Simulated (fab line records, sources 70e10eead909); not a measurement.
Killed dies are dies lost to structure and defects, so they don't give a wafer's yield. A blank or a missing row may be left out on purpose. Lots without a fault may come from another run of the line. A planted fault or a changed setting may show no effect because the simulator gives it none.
Chamber matching | flow nand_harc | NHARC_A_STAIRCASE_DEP_156 on pecvd-02: 3 sister chambers
The step deposits SiNx, target thk 50 nm. 6 wafers are shown with their chamber, then 11 later ones without.

WAFERS WITH THEIR CHAMBER
wafer  | chamber | heater_power_w (W) | rf_fwd_power_W (W)
L081.1 | 2       | 666                | 450.4
L086.4 | 2       | 645                | 449.2
L087.3 | 1       | 676                | 447.6
L087.4 | 1       | 690                | 447.9
L087.6 | 0       | 579                | 447.4
L088.4 | 0       | 582                | 448.4

WAFERS WITHOUT THEIR CHAMBER
wafer  | heater_power_w (W) | rf_fwd_power_W (W)
L088.5 | 778                | 446.6
L088.6 | 585                | 446.9
L091.1 | 591                | 448.3
L091.4 | 614                | 448.7
L091.5 | 777                | 448.8
L095.2 | 764                | 452.8
L095.4 | 727                | 448.0
L095.6 | 624                | 447.5
L097.1 | 642                | 447.8
L097.2 | 641                | 449.7
L097.6 | 613                | 447.0

WHICH CHAMBER EACH WENT THROUGH
wafer  | from the rows above          | in truth
L088.5 | 1                            | 1
L088.6 | 0                            | 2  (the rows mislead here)
L091.1 | 0                            | 0
L091.4 | can't be placed: 0 or 2      | 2
L091.5 | 1                            | 1
L095.2 | can't be placed: 1 or 2      | 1
L095.4 | 1                            | 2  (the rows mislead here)
L095.6 | can't be placed: 0 or 2 or 1 | 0
L097.1 | can't be placed: 2 or 1      | 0
L097.2 | 2                            | 2
L097.6 | 0                            | 0
Placed correctly: 5 of 11. Can't be placed from these rows: 4 (the true chamber is among the candidates in 3). Placed wrongly: 2.
How it was worked out, from the rows above alone: a wafer's distance from a chamber is the root of the sum, over the readings, of the square of ((its reading less the chamber's mean) divided by the reading's scatter). The wafer belongs to the nearest chamber; if the next one is less than 2 further off, it can't be placed. A chamber's mean is the mean of its shown wafers. The scatter: the root of (the sum of the squares of (reading less its chamber's mean) over the shown wafers, divided by (wafers less chambers)).
